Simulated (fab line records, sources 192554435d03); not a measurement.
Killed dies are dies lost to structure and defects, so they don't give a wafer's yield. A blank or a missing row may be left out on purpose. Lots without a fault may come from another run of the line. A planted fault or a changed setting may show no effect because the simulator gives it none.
Chamber matching | flow n5_finfet | N5_ILD0_CMP_12 on cmp-04: 4 sister chambers
The step polishes SiNx, stops on poly-Si, t overpolish 6 s, target thk 17.67 nm. 4 wafers are shown with their chamber, then 8 later ones without.

WAFERS WITH THEIR CHAMBER
wafer  | chamber | motor_current_A (A)
L076.3 | 0       | 11.1
L088.1 | 1       | 9.2
L088.4 | 2       | 8.8
L091.1 | 3       | 8.3

WAFERS WITHOUT THEIR CHAMBER
wafer  | motor_current_A (A)
L091.2 | 8.8
L091.6 | 9.5
L092.1 | 8.6
L092.2 | 10.9
L092.3 | 9.3
L093.3 | 9.1
L093.4 | 8.9
L093.6 | 12.0

WHICH CHAMBER EACH WENT THROUGH
wafer  | from the rows above          | in truth
L091.2 | can't be placed: 2 or 1 or 3 | 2
L091.6 | can't be placed: 1 or 2      | 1
L092.1 | can't be placed: 2 or 3 or 1 | 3
L092.2 | 0                            | 0
L092.3 | can't be placed: 1 or 2      | 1
L093.3 | can't be placed: 1 or 2 or 3 | 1
L093.4 | can't be placed: 2 or 1 or 3 | 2
L093.6 | 0                            | 0
Placed correctly: 2 of 8. Can't be placed from these rows: 6 (the true chamber is among the candidates in 6). Placed wrongly: 0.
How it was worked out, from the rows above alone: a wafer's distance from a chamber is the root of the sum, over the readings, of the square of ((its reading less the chamber's mean) divided by the reading's scatter). The wafer belongs to the nearest chamber; if the next one is less than 2 further off, it can't be placed. A chamber's mean is the mean of its shown wafers. The scatter: with one shown wafer a chamber, the root of the mean of the squares of how far each hidden wafer lies from its nearest shown one.
